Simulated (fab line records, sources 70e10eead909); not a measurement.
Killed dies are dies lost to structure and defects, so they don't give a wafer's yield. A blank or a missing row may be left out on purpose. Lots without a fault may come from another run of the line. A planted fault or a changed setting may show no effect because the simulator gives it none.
One fault seen from 2 desks | flow nand_harc | each desk has only its own numbers; what lay behind them comes last

THE TOOL OWNER'S DESK: pecvd-03
The tool's own readings at NHARC_A_ONON_D1_DEP_33 (deposits SiO2, target thk 200 nm): means of the sampled wafers that have a number, for each lot that ran on this tool. A lot is out of limits, marked OUT, if its mean lies more than 4 standard deviations from the usual mean; the brackets give that distance.
Columns: A = chamber_pressure_Torr at NHARC_A_ONON_D1_DEP_33, usual 6.498 Torr; B = heater_power_w at NHARC_A_ONON_D1_DEP_33, usual 591 W; C = rf_fwd_power_W at NHARC_A_ONON_D1_DEP_33, usual 898.0 W; D = showerhead_vpp_V at NHARC_A_ONON_D1_DEP_33, usual 1880 V; E = throttle_valve_pct at NHARC_A_ONON_D1_DEP_33, usual 16.2 %
lot  | first seen here | A     | B   | C               | D    | E
L521 | day 9 02:11     | 6.495 | 675 | 900.8           | 2020 | 16.0
L528 | day 11 03:41    | 6.509 | 581 | 775.5 (-42) OUT | 1751 | 16.3
This desk's finding: out of limits on L528; first on L528, day 11 03:41 (rf_fwd_power_W at NHARC_A_ONON_D1_DEP_33). In limits: L521.

THE METROLOGY DESK
What the gauges read, lot by lot, whatever tool the lot ran on: means of the sampled wafers that have a number. A lot is out of limits, marked OUT, if its mean lies more than 4 standard deviations from the usual mean; the brackets give that distance.
Columns: A = thk_nm at NHARC_A_SOURCE_PLATE_THK_MEAS_06, usual 199.3 nm; B = thk_nm at NHARC_A_ONON_D1_THK_MEAS_34, usual 200.2 nm
lot  | first seen here | A     | B
L518 | day 7 20:53     | 199.4 | 199.7
L519 | day 7 20:53     | 197.9 | 196.7
L520 | day 8 13:39     | 197.4 | 200.5
L521 | day 8 13:39     | 198.3 | 202.6
L522 | day 8 22:02     | 198.8 | 199.1
L528 | day 10 14:44    | 199.4 | 191.7
L533 | day 11 20:13    | 200.7 | 198.0
L537 | day 12 04:56    | 198.9 | 199.9
L536 | day 12 04:57    | 198.1 | 200.8
L539 | day 12 21:31    | 199.4 | 197.8
L540 | day 13 01:15    | 201.6 | 200.7
This desk's finding: nothing out of limits on any of the 11 lots.

PUT TOGETHER
The tool owner's desk could have raised an alarm at day 11 03:41, on L528.
The metrology desk saw nothing out of limits.
The metrology desk has L528 on record, within its limits.
Of the lots named, all ran NHARC_A_ONON_D1_DEP_33 on pecvd-03.

WHAT THE SIMULATOR HAD PUT IN
Process parameter drift: pecvd-03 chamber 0, from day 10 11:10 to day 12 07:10, at NHARC_A_ONON_D1_DEP_33. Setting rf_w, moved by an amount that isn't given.
Lots struck among those shown: L528.
Hours from the fault's start to each desk's first reading out of limits: the tool owner's desk, 17.
